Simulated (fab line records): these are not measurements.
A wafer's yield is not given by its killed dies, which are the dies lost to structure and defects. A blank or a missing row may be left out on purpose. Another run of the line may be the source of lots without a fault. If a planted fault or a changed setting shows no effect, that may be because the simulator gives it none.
Struck lot and sound lot, side by side | flow n5-finfet | 16 steps out of a route of 1938
Sound: these wafers, L963.2, L963.3, L963.5. Struck: wafers L983.3, L983.5. (L983.2 of the same lot was not struck and is left out.) The cause comes at the end.
Order at every step that has rows: each side's tool, ch and its chambers, its first start. Under that, the readings that differ: sound wafers | struck wafers | difference of the means | sigmas: that difference in standard deviations of wafers without a fault.
alike: readings whose means differ by less than 2 such deviations, and words and numbers that are the same on both sides. not compared: withheld readings, readings that some wafer has no value for, bounds like >300 that may hide the same value, and numbers for which the record gives no deviation and whose values overlap.
A row with sigmas, a row that says differs or no value, or rows on one side alone: a step with any of these is where the two part. Non-overlapping numbers with no deviation appear without sigmas and do not part them. A reading that every wafer of one side lacks parts them only if that side has two wafers or more.

first, 3 steps without rows for these wafers: N5_BEOL_M6_ALD_77 (deposits TaN, target thk 2 nm, pulse time 2 s, purge time 3 s); N5_BEOL_M6_SURFACE_TREAT_79; N5_BEOL_M6_CVD_78 (deposits Co from CCTBA/H2, target thk 2 nm, time 142.3 s).
N5_BEOL_M6_SPUTTER_48: material Cu, target thk 10 nm, time 1.667 s.
  struck on pvd-sputter-03, day 13 23:59; sound on pvd-sputter-01, day 8 20:41
  alike: substrate-temp-c, throttle-valve-pct
then, 1 step without rows for these wafers: N5_BEOL_M6_ECD_50 (material Cu, target thk 300 nm).
N5_BEOL_M6_ANNEAL_51: time 90 s.
  sound on rtp-anneal-02 ch 0, day 8 20:56; struck on rtp-anneal-02 ch 0, day 14 00:19
  alike: wafer_temp_C_max
N5_BEOL_M6_CMP_52: polishes, stops on SiCOH lowk, t overpolish 6.9 s, target thk 80 nm.
  sound on cmp-02 ch 1,2,3, day 8 21:11; struck on cmp-02 ch 0,3, day 14 00:35
  alike: barrier-field-endpoint-s, motor-current-A, overpolish-run-s, time-to-endpoint-s
N5_BEOL_M6_THK_MEAS_53: measures by xrf.
  struck on film-metro-02, day 14 00:52; sound on film-metro-02, day 8 21:29
  alike: M6_THK
then, 1 step without rows for these wafers: N5_BEOL_M6_PRE_CLEAN_55 (time 15 s).
N5_BEOL_M6_DEP_56: deposits SiCN from 3MS/NH3, target thk 10 nm, time 17.5 s.
  sound on pecvd-03 ch 1,2, day 8 21:33; struck on pecvd-03 ch 0,2, day 14 00:56
  alike: showerhead-plenum-p-Torr, throttle-valve-pct
N5_BEOL_M6_RS_MEAS_57: measures by four-point-probe.
  struck on film-metro-01, day 14 01:00; sound on film-metro-02, day 8 21:37
  alike: M6_RS
N5_BEOL_M6_INSPECT_58: inspects for defects (darkfield).
  struck on defect-inspect-02, day 14 01:02; sound on defect-inspect-02, day 8 21:39
  reading          | sound     | struck | difference | sigmas
  raw-defect-count | 70 130 99 | 32 45  | -61        | -2
N5_BEOL_M7_ILD_DEP_00: deposits SiCOH lowk from DEMS/porogen, target thk 179.75 nm, time 33.4 s.
  sound on pecvd-01 ch 0,1, day 8 21:41; struck on pecvd-04 ch 2, day 14 01:04
  alike: heater-power-w, showerhead-plenum-p-Torr, throttle-valve-pct
N5_BEOL_M7_CURE_74: cures SiCOH lowk, time 240 s.
  sound on uv-cure-02 ch 0, day 8 21:50; struck on uv-cure-01 ch 2, day 14 01:14
  alike: lamp-power-pct, wafer_temp_C_max
N5_BEOL_M7_THK_MEAS_01:
  struck on film-metro-02, day 14 01:40; sound on film-metro-02, day 8 22:16
  reading         | sound             | struck      | difference | sigmas
  M7_ILD_THK (nm) | 155.1 153.0 154.3 | 134.2 134.4 | -19.8      | -10
then, 1 step without rows for these wafers: N5_BEOL_M7_PECVD_70 (deposits SiO2 from TEOS/O2, target thk 20 nm, time 22.7 s).

== WHERE THEY PART ==
Earliest at N5_BEOL_M6_INSPECT_58; latest, in this record, at N5_BEOL_M7_THK_MEAS_01.

WHY: what the simulator had put in
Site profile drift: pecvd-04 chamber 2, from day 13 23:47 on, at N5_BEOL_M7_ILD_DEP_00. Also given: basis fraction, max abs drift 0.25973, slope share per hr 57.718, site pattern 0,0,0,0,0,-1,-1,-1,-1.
